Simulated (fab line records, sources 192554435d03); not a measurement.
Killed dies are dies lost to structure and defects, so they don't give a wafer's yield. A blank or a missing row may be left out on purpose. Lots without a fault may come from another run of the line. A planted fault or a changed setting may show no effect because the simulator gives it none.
fab line records | flow n5_finfet
record lots=7 wafers=39
route steps=1938 shown BEOL_M11@1536 BEOL_M13@1673 MIM_BOT@1833 PASSIVATION@1915
start_h: hours from the record's first day to the start of the lot's first wafer shown | wait_h: hours since the lot's step before | " the same as in the row above | L1.1+2: a row that stands for several wafers | - no value, or no start given | * or withheld: withheld | < > ~ a bound
route shown NAME@n: a module of which the file shows steps, and the number in the route of the first | usual: mean/standard deviation of fault-free wafers | same: alike in all rows | chamber/n: place in a boat | sites: the reading at each site | _std_site: their standard deviation | _edge_site: outer sites' mean less inner sites' | radius_mm: how far each site lies from the wafer's centre | mask NAME#n: copy n | behind: the tool/chamber that last shaped the wafer | hold: why the lot was held/for how many hours/how that ended | device: the transistor (n, p or np) that didn't switch | end of line: the same wafers' tests at the end of the route | a step without rows: its recipe alone | killed: dies lost to structure and defects at the first sort, not the wafer's yield | map: a wafer's dies, x killed, . not, _ none there
set.NAME: the setting as run; set.NAME@STEP: as run at that earlier step | model.NAME: the simulator's own value behind a step, which no gauge read
lots whose settings were changed on purpose; a table a step, a row a wafer
## steps
# step N5_BEOL_M11_ILD_DEP_00
# recipe material=SiCOH_lowk target_thk_a=3085.1 temp_c=300 precursor=DEMS/porogen pressure_torr=5 rf_w=500 time_s=58
# columns lot.wafer tool chamber start_h wait_h set.target_thk_a model.SiCOH_lowk_of_BEOL_M11_ILD_DEP_00.thk_nm
L077.1 pecvd-01 2 231.35 0.0 3085.1 310
L077.2 " 0 " " 3085.1 309.6
L077.3 " 1 " " 3085.1 306.6
L077.4 " 2 " " 3085.1 313.4
L077.5 " 0 " " 3085.1 311.4
L077.6 " 1 " " 3085.1 313.2
L081.1 pecvd-03 2 264.59 0.0 3085.1 305.2
L081.2 " 0 " " 3085.1 304.8
L081.3 " 1 " " 3085.1 302.6
L081.4 " 2 " " 4337 436.6
L081.5+6 " 0,1 " " 4337 434
L083.1 pecvd-03 1 268.29 0.0 3085.1 301.2
L083.2 " 0 " " 1865 178.6
L083.3 " 2 " " 1865 179.6
L083.4 " 1 " " 3085.1 308.2
L083.5 " 2 " " 1865 182.6
L083.6 " 0 " " 3085.1 311
L087.1 pecvd-04 0 295.25 0.0 4316 431.2
L087.2 " 1 " " 4316 431.4
L087.3 " 2 " " 4316 430.6
L087.4 " 2 " " 3085.1 310.6
L087.5 " 1 " " 3085.1 316
L087.6 " 0 " " 3085.1 312.8
L090.1 pecvd-01 1 302.78 0.0 3085.1 306.6
L090.2 " 2 " " 3085.1 311.4
L090.3 " 0 " " 3085.1 302.6
L090.4 " 1 " " 3085.1 312.4
L090.5 " 2 " " 3085.1 311.2
L090.6 " 0 " " 3085.1 314
L092.2 pecvd-03 1 327.37 0.0 3085.1 306
L092.3 " 2 " " 3085.1 304.6
L092.5 " 2 " " 3085.1 309.4
L093.1 pecvd-01 0 334.14 0.0 3085.1 307
L093.2 " 2 " " 4637 465.8
L093.3 " 1 " " 3085.1 308
L093.4 " 2 " " 3085.1 317
L093.5 " 1 " " 4637 471.6
L093.6 " 0 " " 4637 474.6
# step N5_BEOL_M11_CURE_71
# recipe temp_c=385 time_s=240 ambient=He/Ar material=SiCOH_lowk
# columns lot.wafer tool chamber start_h wait_h set.target_thk_a@BEOL_M11_ILD_DEP_00 model.SiCOH_lowk_of_BEOL_M11_ILD_DEP_00.thk_nm
L077.1 uv_cure-01 1 231.43 0.0 3085.1 269.2
L077.2 " 1 " " 3085.1 269
L077.3 " 1 " " 3085.1 266.4
L077.4 " 1 " " 3085.1 272.2
L077.5 " 1 " " 3085.1 270.6
L077.6 " 1 " " 3085.1 272
L081.1 uv_cure-03 2 264.67 0.0 3085.1 265
L081.2 " 2 " " 3085.1 264.8
L081.3 " 2 " " 3085.1 262.6
L081.4 " 2 " " 4337 382
L081.5 " 2 " " 4337 379.6
L081.6 " 2 " " 4337 379.8
L083.1 uv_cure-03 0 268.36 0.0 3085.1 261.6
L083.2 " 0 " " 1865 154
L083.3 " 0 " " 1865 154.8
L083.4 " 0 " " 3085.1 267.8
L083.5 " 0 " " 1865 157.4
L083.6 " 0 " " 3085.1 270.2
L087.1 uv_cure-02 2 295.48 0.2 4316 377.2
L087.2 " 2 " " 4316 377.4
L087.3 " 2 " " 4316 376.6
L087.4 " 2 " " 3085.1 269.8
L087.5 " 2 " " 3085.1 274.6
L087.6 " 2 " " 3085.1 271.8
L090.1 uv_cure-03 2 302.86 0.0 3085.1 266.4
L090.2 " 2 " " 3085.1 270.6
L090.3 " 2 " " 3085.1 262.8
L090.4 " 2 " " 3085.1 271.4
L090.5 " 2 " " 3085.1 270.4
L090.6 " 2 " " 3085.1 272.8
L092.2 uv_cure-03 2 327.53 0.1 3085.1 265.8
L092.3 " 2 " " 3085.1 264.6
L092.5 " 2 " " 3085.1 268.8
L093.1 uv_cure-02 1 334.22 0.0 3085.1 266.6
L093.2 " 1 " " 4637 408.2
L093.3 " 1 " " 3085.1 267.6
L093.4 " 1 " " 3085.1 275.4
L093.5 " 1 " " 4637 413.4
L093.6 " 1 " " 4637 416.2
# step N5_BEOL_M11_THK_MEAS_01
# recipe reads=SiCOH_lowk_of_BEOL_M11_ILD_DEP_00
# usual M11_ILD_THK=268/3.9
# columns lot.wafer tool chamber start_h wait_h set.target_thk_a@BEOL_M11_ILD_DEP_00 M11_ILD_THK[nm]
L077.1 film_metro-01 - 231.94 0.4 3085.1 269
L077.2 " - " " 3085.1 269
L077.3 " - " " 3085.1 267
L077.4 " - " " 3085.1 272
L077.5 " - " " 3085.1 270
L077.6 " - " " 3085.1 272
L081.1 film_metro-01 - 265.18 0.4 3085.1 265
L081.2 " - " " 3085.1 265
L081.3 " - " " 3085.1 262
L081.4 " - " " 4337 382
L081.5 " - " " 4337 380
L081.6 " - " " 4337 380
L083.1 film_metro-01 - 268.88 0.4 3085.1 261
L083.2 " - " " 1865 154
L083.3 " - " " 1865 155
L083.4 " - " " 3085.1 268
L083.5 " - " " 1865 157
L083.6 " - " " 3085.1 270
L087.1 film_metro-01 - 296.47 0.8 4316 377
L087.2 " - " " 4316 377
L087.3 " - " " 4316 377
L087.4 " - " " 3085.1 270
L087.5 " - " " 3085.1 275
L087.6 " - " " 3085.1 272
L090.1 film_metro-01 - 303.37 0.4 3085.1 266
L090.2 " - " " 3085.1 271
L090.3 " - " " 3085.1 263
L090.4 " - " " 3085.1 271
L090.5 " - " " 3085.1 270
L090.6 " - " " 3085.1 273
L092.2 film_metro-02 - 327.98 0.4 3085.1 266
L092.3 " - " " 3085.1 265
L092.5 " - " " 3085.1 269
L093.1 film_metro-01 - 334.73 0.4 3085.1 267
L093.2 " - " " 4637 408
L093.3 " - " " 3085.1 267
L093.4 " - " " 3085.1 275
L093.5 " - " " 4637 413
L093.6 " - " " 4637 416
# step N5_BEOL_M13_ETCH_59
# recipe chemistry=N2/H2 target=BARC target_depth_a=890 overetch_a=267 time_s=67.9 ion_energy_ev=200 pressure_mtorr=30 source_w=840 bias_w=150 n2_flow_sccm=200 h2_flow_sccm=200
# columns lot.wafer tool chamber start_h wait_h set.time_s model.coat_of_BEOL_M13_COAT_04.thk_nm
L077.1+6 rie_diel-03 3 244.50 0.0 52.73 332
L077.2 " 1 " " 67.9 319.4
L077.3+5 " 2,0 " " 67.9 319
L077.4 " 0 " " 52.73 333.8
L081.1 rie_diel-03 2 277.98 0.0 67.9 319
L081.2 " 0 " " 82.75 302.8
L081.3 " 3 " " 67.9 315.8
L081.4 " 1 " " 67.9 317.6
L081.5 " 2 " " 82.75 305.2
L081.6 " 3 " " 82.75 301.4
L083.1 rie_diel-03 0 283.07 0.0 67.9 318.8
L083.2 " 1 " " 29.52 356.4
L083.3 " 2 " " 29.52 355.6
L083.4 " 3 " " 67.9 317.4
L083.5 " 0 " " 67.9 319.4
L083.6 " 1 " " 29.52 357
L087.1+4 rie_diel-06 0,3 308.02 0.0 67.9 318.2
L087.2 " 1 " " 103.3 283.4
L087.3 " 2 " " 67.9 316.8
L087.5 " 0 " " 103.3 284
L087.6 " 1 " " 103.3 284.4
L090.1+6 rie_diel-03 2 315.86 0.0 89.67 299.6
L090.2 " 1 " " 89.67 299.4
L090.3 " 0 " " 67.9 317.6
L090.4 " 3 " " 67.9 317.2
L090.5 " 1 " " 67.9 318
L092.2 rie_diel-06 0 340.88 0.0 67.9 318
L092.3 " 2 " " 67.9 318.8
L092.5 " 1 " " 67.9 318.2
L093.1 rie_diel-02 3 354.61 0.0 67.9 316
L093.2 " 0 " " 67.9 318.2
L093.3 " 1 " " 67.9 320.2
L093.4 " 2 " " 67.9 318.6
L093.5 " 1 " " 67.9 319.8
L093.6 " 0 " " 67.9 319.4
# step N5_BEOL_M13_VIA_ETCH_16
# recipe chemistry=C4F8/O2/Ar target=SiOC pressure_mtorr=30 source_w=3000 bias_w=700 Ar_flow_sccm=400 C4F8_flow_sccm=15 O2_flow_sccm=8 he_inner_torr=15 he_outer_torr=30 target_depth_a=9217 time_s=withheld ion_energy_ev=250 ends=cleared
# step N5_BEOL_M13_STRIP_63
# recipe chemistry=N2/H2 power_w=1000 temp_c=250 h2_frac=0.65 overash_fraction=0.3 pressure_mtorr=1000 n2_flow_sccm=1750 h2_flow_sccm=3250
# usual strip_time_to_endpoint_s=28.3/1
# columns lot.wafer tool chamber start_h wait_h set.time_s@BEOL_M13_ETCH_59 strip_time_to_endpoint_s
L077.1 plasma_asher-02 0 244.79 - 52.73 32.5
L077.2 " 1 " " 67.9 28.0
L077.3 " 0 " " 67.9 29.1
L077.4 " 1 " " 52.73 31.3
L077.5 " 0 " " 67.9 27.2
L077.6 " 1 " " 52.73 31.3
L081.1 plasma_asher-02 1 278.27 - 67.9 29.1
L081.2 " 0 " " 82.75 24.3
L081.3 " 1 " " 67.9 27.8
L081.4 " 0 " " 67.9 26.6
L081.5 " 1 " " 82.75 23.0
L081.6 " 0 " " 82.75 22.7
L083.1 plasma_asher-01 1 283.36 - 67.9 29.6
L083.2 " 0 " " 29.52 40.2
L083.3 " 1 " " 29.52 39.6
L083.4 " 0 " " 67.9 27.7
L083.5 " 0 " " 67.9 28.9
L083.6 " 1 " " 29.52 40.0
L087.1 plasma_asher-01 0 308.31 - 67.9 29.0
L087.2 " 1 " " 103.3 18.9
L087.3 " 1 " " 67.9 28.6
L087.4 " 0 " " 67.9 27.3
L087.5 " 1 " " 103.3 18.6
L087.6 " 0 " " 103.3 17.6
L090.1 plasma_asher-02 1 316.15 - 89.67 22.6
L090.2 " 0 " " 89.67 22.1
L090.3 " 1 " " 67.9 27.5
L090.4 " 0 " " 67.9 27.0
L090.5 " 1 " " 67.9 27.7
L090.6 " 0 " " 89.67 22.3
L092.2 plasma_asher-02 1 341.17 - 67.9 29.4
L092.3 " 1 " " 67.9 29.4
L092.5 " 0 " " 67.9 29.1
L093.1 plasma_asher-01 1 354.90 - 67.9 27.5
L093.2 " 0 " " 67.9 27.5
L093.3 " 0 " " 67.9 29.3
L093.4 " 1 " " 67.9 27.1
L093.5 " 1 " " 67.9 27.8
L093.6 " 0 " " 67.9 27.8
# step N5_BEOL_M13_STRIP_64
# recipe chemistry=N2/H2 power_w=1000 temp_c=250 h2_frac=0.65 overash_fraction=0.3 pressure_mtorr=withheld n2_flow_sccm=1750 h2_flow_sccm=3250
# step N5_BEOL_M13_STRIP_71
# recipe chemistry=post_etch_residue_remover time_s=60 temp_c=25 remover_ph=withheld remover_water_wt_pct=withheld remover_fluoride_wt_pct=withheld
# step N5_BEOL_M13_SRD_72
# recipe time_s=30 temp_c=23 rinse_liquid=diw dry=n2_spin spin_rpm=1500 dry_time_s=30
# step N5_BEOL_M13_CD_MEAS_17
# recipe target_cd_nm=190 polarity=opening
# usual cd_nm=190.4/1.4
# columns lot.wafer tool chamber start_h wait_h set.time_s@BEOL_M13_ETCH_59 cd_nm
L077.1 cd_sem-01 - 245.00 0.0 52.73 187.0
L077.2 " - " " 67.9 188.8
L077.3 " - " " 67.9 189.3
L077.4 " - " " 52.73 186.8
L077.5 " - " " 67.9 190.2
L077.6 " - " " 52.73 185.9
L081.1 cd_sem-01 - 278.47 0.0 67.9 188.2
L081.2 " - " " 82.75 191.6
L081.3 " - " " 67.9 188.6
L081.4 " - " " 67.9 186.9
L081.5 " - " " 82.75 191.1
L081.6 " - " " 82.75 193.1
L083.1 cd_sem-01 - 283.57 0.0 67.9 189.0
L083.2 " - " " 29.52 181.3
L083.3 " - " " 29.52 182.1
L083.4 " - " " 67.9 191.1
L083.5 " - " " 67.9 188.5
L083.6 " - " " 29.52 181.7
L087.1 cd_sem-02 - 308.51 0.0 67.9 189.7
L087.2 " - " " 103.3 197.7
L087.3 " - " " 67.9 189.7
L087.4 " - " " 67.9 191.9
L087.5 " - " " 103.3 196.8
L087.6 " - " " 103.3 197.6
L090.1 cd_sem-02 - 316.36 0.0 89.67 192.5
L090.2 " - " " 89.67 192.6
L090.3 " - " " 67.9 189.1
L090.4 " - " " 67.9 189.6
L090.5 " - " " 67.9 189.7
L090.6 " - " " 89.67 192.1
L092.2 cd_sem-01 - 341.38 0.0 67.9 190.3
L092.3 " - " " 67.9 190.7
L092.5 " - " " 67.9 189.5
L093.1 cd_sem-02 - 355.10 0.0 67.9 192.1
L093.2 " - " " 67.9 193.3
L093.3 " - " " 67.9 191.8
L093.4 " - " " 67.9 193.2
L093.5 " - " " 67.9 190.7
L093.6 " - " " 67.9 192.1
# step N5_MIM_BOT_SPUTTER_00
# recipe material=TiN target_thk_a=350 temp_c=200 power_w=3000 chamber_pressure_pa=0.49996 gas=Ar reactive_partial_pa=0.37997 time_s=89.7
# columns lot.wafer tool chamber start_h wait_h set.time_s model.TiN_of_MIM_BOT_SPUTTER_00.thk_nm
L077.1+5 pvd_sputter-03 - 263.56 0.0 89.7 35.2
L077.2+6 " - " " 41.04 16
L077.3 " - " " 41.04 16.2
L077.4 " - " " 89.7 35
L081.1 pvd_sputter-01 - 294.39 0.0 68.35 27
L081.2 " - " " 89.7 35
L081.3 " - " " 89.7 35.4
L081.4+6 " - " " 68.35 26.8
L081.5 " - " " 89.7 35.2
L083.1+2 pvd_sputter-03 - 300.71 0.0 89.7 34.8
L083.3+5+6 " - " " 124.8 48.8
L083.4 " - " " 89.7 35.2
L087.1 pvd_sputter-02 - 327.92 0.0 89.7 34.6
L087.2 " - " " 89.7 35
L087.3 " - " " 89.7 34.4
L087.4+5+6 " - " " 89.7 34.8
L090.1 pvd_sputter-02 - 342.32 0.0 46.21 17.8
L090.2 " - " " 46.21 17.4
L090.3 " - " " 89.7 34.8
L090.4 " - " " 46.21 17.6
L090.5 " - " " 89.7 34.4
L090.6 " - " " 89.7 34.6
L092.2 pvd_sputter-02 - 360.56 0.0 89.7 34.8
L092.3+5 " - " " 89.7 35.2
L093.1+2 pvd_sputter-01 - 369.99 0.0 106.1 41.6
L093.3+5 " - " " 89.7 35
L093.4 " - " " 106.1 41.8
L093.6 " - " " 89.7 35.4
# step N5_PASSIVATION_PECVD_53
# recipe material=SiO2 target_thk_a=8000 temp_c=400 precursor=TEOS/O2 pressure_torr=6.5 rf_w=withheld teos_flow_sccm=withheld gas=O2 flow_sccm=2650 time_s=169.4
# columns lot.wafer tool chamber start_h wait_h set.time_s model.SiO2_of_PASSIVATION_PECVD_53.thk_nm
L077.1 pecvd-01 1 274.43 0.0 223.5 1039
L077.2 " 2 " " 223.5 1033
L077.3 " 1 " " 169.4 796.2
L077.4 " 2 " " 223.5 1050
L077.5 " 2 " " 169.4 797
L077.6 " 1 " " 169.4 796.4
L081.1 pecvd-01 1 304.18 0.0 169.4 792.6
L081.2 " 2 " " 169.4 785.2
L081.3 " 0 " " 169.4 794.6
L081.4 " 1 " " 169.4 800.2
L081.5 " 0 " " 169.4 797.4
L081.6 " 2 " " 169.4 789.2
L083.1 pecvd-03 0 308.45 0.0 169.4 788.2
L083.2 " 2 " " 169.4 786.4
L083.3 " 1 " " 169.4 781.2
L083.4 " 2 " " 88.21 424.6
L083.5 " 0 " " 88.21 426.8
L083.6 " 1 " " 88.21 415.6
L087.1 pecvd-01 2 337.19 0.0 169.4 789.8
L087.2 " 0 " " 169.4 794.6
L087.3 " 1 " " 169.4 787
L087.4 " 0 " " 169.4 799.2
L087.5 " 1 " " 169.4 808.4
L087.6 " 2 " " 169.4 802.6
L090.1 pecvd-03 0 353.76 0.0 124.1 570
L090.2+3 " 2,1 " " 169.4 784
L090.4 " 2 " " 124.1 586.4
L090.5 " 0 " " 169.4 792.2
L090.6 " 1 " " 124.1 579
L092.2 pecvd-01 2 369.04 0.0 169.4 802.2
L092.3 " 1 " " 169.4 807.6
L092.5 " 2 " " 169.4 804.2
L093.1 pecvd-04 0 379.37 0.0 169.4 803.8
L093.2 " 1 " " 169.4 800.2
L093.3 " 1 " " 169.4 812
L093.4 " 0 " " 226.4 1079
L093.5+6 " 1,0 " " 226.4 1081
## key
split step=N5_BEOL_M11_ILD_DEP_00 setting=target_thk_a stated=3085.1 by=wafer
response step=N5_BEOL_M11_ILD_DEP_00 reading=model.SiCOH_lowk_of_BEOL_M11_ILD_DEP_00.thk_nm change=+3.14 per=1% r=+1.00
response step=N5_BEOL_M11_CURE_71 reading=model.SiCOH_lowk_of_BEOL_M11_ILD_DEP_00.thk_nm change=+2.79 per=1% r=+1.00
response step=N5_BEOL_M11_THK_MEAS_01 reading=M11_ILD_THK change=+2.79 per=1% r=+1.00
split step=N5_BEOL_M13_ETCH_59 setting=time_s stated=67.9 by=wafer
response step=N5_BEOL_M13_ETCH_59 reading=model.coat_of_BEOL_M13_COAT_04.thk_nm change=-0.643 per=1% r=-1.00
response step=N5_BEOL_M13_STRIP_63 reading=strip_time_to_endpoint_s change=* per=1% r=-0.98
response step=N5_BEOL_M13_CD_MEAS_17 reading=cd_nm change=+0.132 per=1% r=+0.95
split step=N5_MIM_BOT_SPUTTER_00 setting=time_s stated=89.7 by=wafer
response step=N5_MIM_BOT_SPUTTER_00 reading=model.TiN_of_MIM_BOT_SPUTTER_00.thk_nm change=+0.352 per=1% r=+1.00
split step=N5_PASSIVATION_PECVD_53 setting=time_s stated=169.4 by=wafer
response step=N5_PASSIVATION_PECVD_53 reading=model.SiO2_of_PASSIVATION_PECVD_53.thk_nm change=+7.75 per=1% r=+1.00
